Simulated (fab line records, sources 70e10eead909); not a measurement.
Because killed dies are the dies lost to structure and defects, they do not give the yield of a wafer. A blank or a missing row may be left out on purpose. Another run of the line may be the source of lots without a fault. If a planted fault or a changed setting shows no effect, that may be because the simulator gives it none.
Code-filled problem report in 8D (eight disciplines) form -- flow nand_harc -- the parts of the form that need people (team, actions taken, sign-off) are left out

## 1. PROBLEM STATEMENT
Wafers without a fault read 35, standard deviation 12; killed_dies at NHARC_END_SORT_01 reads a mean of 114 on 6 wafers belonging to 2 lots. That puts it +6.6 standard deviations away from the usual mean.
First observed at day 24 00:21: wafer L635.2, on prober-01. Wafers with a number at this step in the record: 12, from 4 lots. Rule for "out", or "out of limits": more than 4 standard deviations from the usual mean. Any other wafer with a number is counted as sound.

## 2. WHAT IT IS AND WHAT IT IS NOT
question,is,is not
which readings at this step,"killed_dies, killed_at_array","killed_at_other, killed_open, killed_short"
which lots,"L633, L635","L619, L624"
which wafers of those lots,all that have a number,-
read on which gauges,"prober-01, prober-02",-
when,from day 24 00:21,up to then (6 sound wafers)

## 3. THE SUSPECTS, EACH WITH WHAT RULES IT OUT
Counting: a tool stays on the suspect list if, at a process step up to the reading, it processed all lots that are out and no sound lot following the first of them.
- ruled out: the gauge at NHARC_END_SORT_01. Those wafers that are out were read across 2 gauges (prober-01, prober-02).
- rie_diel-06 at NHARC_A_CONTACT_STRIP_82 (strips in O2): kept. It ran every lot that is out, first L635 (day 21 15:58), and no sound lot after that.
- rtp_anneal-02 at NHARC_THIN_TSV_ANNEAL_52 (time 90 s): kept. It ran every lot that is out, first L635 (day 23 12:00), and no sound lot after that.
What counting leaves: rie_diel-06 at NHARC_A_CONTACT_STRIP_82 and rtp_anneal-02 at NHARC_THIN_TSV_ANNEAL_52.

## 4. THE CAUSE (what the simulator had put in)
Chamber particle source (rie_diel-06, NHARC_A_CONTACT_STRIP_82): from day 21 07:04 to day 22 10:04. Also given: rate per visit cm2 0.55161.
2 suspects survive the count, and this tool is in that group.

## 5. SEQUENCE OF EFFECTS, ordered by route
One row per reading whose mean, taken over the struck wafers that have a number, lies over 3 standard deviations from the usual. Only readings for which the record gives a usual standard deviation are gone through. hours: the time from each lot's start at the first step in this table that gives one to its start at this step, as a median over the lots. sigmas: the change in usual standard deviations.
hours,step,reading,usual,on struck wafers,change,sigmas
0,NHARC_END_SORT_01,killed_at_array,31,109,+78,+6.5
0,NHARC_END_SORT_01,killed_dies,35,114,+80,+6.6

## 6. WHAT WOULD HAVE CAUGHT IT SOONER
Counted from the fault's start at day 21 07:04, it took 65 hours until the first out-of-limits reading at a measuring or inspecting step in this record, taken at day 24 00:21.
Tool readings at NHARC_A_CONTACT_STRIP_82 with a usual standard deviation given in the record: none out on any struck wafer, hence no alarm at a limit of 4 standard deviations on them.
By day 24 00:21 the whole set of lots that are out, 2 in number, had already begun NHARC_A_CONTACT_STRIP_82 on rie_diel-06. A hold on the tool at that time would have spared none of them.
